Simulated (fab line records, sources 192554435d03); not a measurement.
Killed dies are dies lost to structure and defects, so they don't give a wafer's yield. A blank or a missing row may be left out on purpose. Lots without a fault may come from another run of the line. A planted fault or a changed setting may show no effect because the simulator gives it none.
A struck lot beside a sound one | flow n5_finfet | 23 steps out of a route of 1938
Sound: wafers L880.2, L880.3, L880.6. Struck: wafers L870.1, L870.2, L870.4. The cause comes at the end.
At each step with rows: each side's tool, then ch and its chambers, then its first start. Under that, the readings that differ: sound wafers | struck wafers | difference of the means | sigmas: that difference in standard deviations of wafers without a fault.
alike: readings whose means differ by less than 2 such deviations, and words and numbers that are the same on both sides. not compared: withheld readings, readings that some wafer has no value for, bounds like >300 that may hide the same value, and numbers for which the record gives no deviation and whose values overlap.
The two part at a step that has a row with sigmas, a row that says differs or no value, or rows on one side only. Numbers that don't overlap but have no deviation are shown without sigmas and don't part them. A reading that every wafer of one side lacks parts them only if that side has two wafers or more.

first, 10 steps without rows for these wafers: N5_BEOL_M2_DESCUM_16 (chemistry O2, time 7 s); N5_BEOL_M2_ETCH_74 (etches underlayer in N2/H2, target depth 6.5 nm, time 5.2 s); N5_BEOL_M2_ETCH_63 (etches SiARC in CF4, target depth 15.6 nm, time 26 s); N5_BEOL_M2_ETCH_64 (etches SOC in N2/H2, target depth 75 nm, overetch 22.5 nm, time 121.9 s); N5_BEOL_M2_STRIP_65 (strips in N2/H2); N5_BEOL_M2_STRIP_75 (strips in N2/H2); N5_BEOL_M2_STRIP_66 (strips in CF4); N5_BEOL_M2_HM_OPEN_17 (chemistry Cl2/BCl3, target TiN, target depth 20 nm, overetch 6 nm); N5_BEOL_M2_STRIP_19 (strips in O2); N5_BEOL_M2_COAT_67 (time 60 s, resist thk 60 nm).
N5_BEOL_M2_COAT_68: time 60 s, resist thk 12 nm.
  sound on litho_track-01 ch 0, day 10 08:49; struck on litho_track-01 ch 0, day 7 12:51
  reading              | sound                | struck               | difference | sigmas
  spin_speed_rpm (rpm) | 1499.4 1499.6 1499.2 | 1455.0 1454.7 1454.6 | -44.6      | -45
then, 9 steps without rows for these wafers: N5_BEOL_M2_COAT_76 (time 60 s, resist thk 5 nm); N5_BEOL_M2_COAT_22 (resist thk 30 nm); N5_BEOL_M2_EBR_24; N5_BEOL_M2_SOFTBAKE_23 (time 60 s); N5_BEOL_M2_EXPOSE_25 (exposes mask V1, defocus 5 nm); N5_BEOL_M2_PEB_26 (peb time 60 s); N5_BEOL_M2_DEVELOP_27 (develop time 30 s); N5_BEOL_M2_DESCUM_33 (chemistry O2, time 7 s); N5_BEOL_M2_ETCH_77 (etches underlayer in N2/H2, target depth 6.5 nm, time 5.2 s).
N5_BEOL_M2_ETCH_69: etches SiARC in CF4, target depth 15.6 nm, time 26 s.
  sound on rie_diel-05 ch 0,1,3, day 10 09:24; struck on rie_diel-02 ch 2,3, day 7 13:23
  reading                  | sound             | struck            | difference | sigmas
  model.etch.depth_nm (nm) | 12.04 12.02 12.02 | 12.24 12.23 12.25 | +0.21      |
  alike: drypump_motor_current_A, etch_rf_on_time_s, oes_product_au, rf_vpp_V, showerhead_plenum_p_Torr, throttle_valve_pct
  not compared: rf_hours_counter_h
then, 1 step without rows for these wafers: N5_BEOL_M2_ALD_98 (deposits SiO2, target thk 2.5 nm, pulse time 1 s, co reactant pulse time 1 s).
N5_BEOL_M4_RC_MEAS_101:
  sound on prober-02 ch 0, day 11 20:01; struck on prober-02 ch 0, day 8 20:20
  alike: DIBL_N, DIBL_P, IOFF_N, IOFF_P, ION_N, ION_P, SS_N, SS_P, VT_N, VT_P

WHERE THEY PART
Only at N5_BEOL_M2_COAT_68, within this record. Later steps at which nothing parts them and some readings are alike: N5_BEOL_M2_ETCH_69, N5_BEOL_M4_RC_MEAS_101.

WHY: what the simulator had put in
Process parameter drift: litho_track-01, from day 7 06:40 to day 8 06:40, at N5_BEOL_M2_COAT_68. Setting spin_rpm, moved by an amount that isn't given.
